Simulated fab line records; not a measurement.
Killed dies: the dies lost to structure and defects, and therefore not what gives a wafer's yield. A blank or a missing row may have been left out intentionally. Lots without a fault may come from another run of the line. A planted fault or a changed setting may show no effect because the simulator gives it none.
One fault seen from 3 desks ; flow n5 finfet ; every desk sees just its own numbers, and what lay behind them comes last

FOR THE TOOL OWNER'S DESK: remote plasma-02
The tool's own readings at N5_STI_FIN_REVEAL_PRECLEAN_32 (cleans in NF3:NH3, afs cycles 1, time 20 s, sublimation time 60 s): means of the sampled wafers that have a number, for each lot that ran on this tool. Any lot whose mean is over 4 standard deviations away from the usual mean is out of limits and marked OUT; that distance is given in the brackets.
Columns: A = pressure torr at N5_STI_FIN_REVEAL_PRECLEAN_32, usual 3.000 Torr
lot;first seen here;A
L872;day 2 19:29;3.000
L877;day 4 00:28;3.002
L879;day 4 16:23;2.986
L884;day 5 19:53;3.001
L885;day 6 01:27;3.002
Result from this desk: across the 5 lots, nothing is out of limits.

METROLOGY DESK
What the gauges read, lot by lot, whatever tool the lot ran on: means of the sampled wafers that have a number. Any lot whose mean is over 4 standard deviations away from the usual mean is out of limits and marked OUT; that distance is given in the brackets. Only the readings that lie furthest out on some lot appear, 7 of the 10 it has.
Columns: A = IOFF_N at N5_BEOL_M4_RC_MEAS_101, usual 0.156 nA/um; B = IOFF_P at N5_BEOL_M4_RC_MEAS_101, usual 0.21 nA/um; C = ION_N at N5_BEOL_M4_RC_MEAS_101, usual 673 uA/um; D = ION_P at N5_BEOL_M4_RC_MEAS_101, usual 463 uA/um; E = SS_P at N5_BEOL_M4_RC_MEAS_101, usual 73.3 mV/dec; F = VT_N at N5_BEOL_M4_RC_MEAS_101, usual 250 mV; G = VT_P at N5_BEOL_M4_RC_MEAS_101, usual -250 mV
lot;first seen here;A;B;C;D;E;F;G
L871;day 7 21:32;0.132;0.18;665;463;73.0;253;-251
L872;day 8 05:31;0.124;0.19;658;458;72.9;255;-251
L877;day 9 11:20;0.173;0.23;667;461;74.4;252;-251
L879;day 9 16:02;0.161;0.21;674;463;73.8;250;-249
L884;day 11 03:14;0.153;0.27;687;482;73.9;248;-242
L885;day 11 05:07;0.166;0.22;676;466;73.3;251;-249
L893;day 13 10:40;0.146;0.18;677;462;72.8;251;-254
L891;day 13 12:47;0.196;0.23;684;463;74.0;247;-251
Result from this desk: across the 8 lots, nothing is out of limits.

THE DEFECT DESK
What the inspections along the route counted, lot by lot: means of the sampled wafers that have a number. Any lot whose mean is over 4 standard deviations away from the usual mean is out of limits and marked OUT; that distance is given in the brackets.
Columns: A = raw defect count at N5_STI_FIN_REVEAL_INSPECT_13, usual 12
lot;first seen here;A
L871;day 2 13:32;11
L872;day 2 20:01;14
L877;day 4 01:01;10
L879;day 4 16:55;13
L884;day 5 20:23;1378 (+99 or more) OUT
L885;day 6 01:58;1367 (+99 or more) OUT
L891;day 7 14:29;14
L893;day 8 00:38;9
Finding of this desk: L884, L885 out of limits; the first was L884 at day 5 20:23, on raw defect count at N5_STI_FIN_REVEAL_INSPECT_13. In limits: L871, L872, L877, L879, L891, L893.

ALL TOGETHER
The defect desk could have raised an alarm at day 5 20:23, on L884, L885.
Nothing out of limits was seen by the tool owner's desk.
The metrology desk saw nothing out of limits.
The tool owner's desk has L884, L885 on record, within its limits.
The metrology desk has L884, L885 on record, within its limits.
Every lot named ran N5_STI_FIN_REVEAL_PRECLEAN_32 on remote plasma-02.

WHAT HAD BEEN PUT IN BY THE SIMULATOR
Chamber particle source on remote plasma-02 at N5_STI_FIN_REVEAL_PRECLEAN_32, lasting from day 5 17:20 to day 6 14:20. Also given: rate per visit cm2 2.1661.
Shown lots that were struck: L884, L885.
Hours from the fault's start to each desk's first reading out of limits: the defect desk, 3.
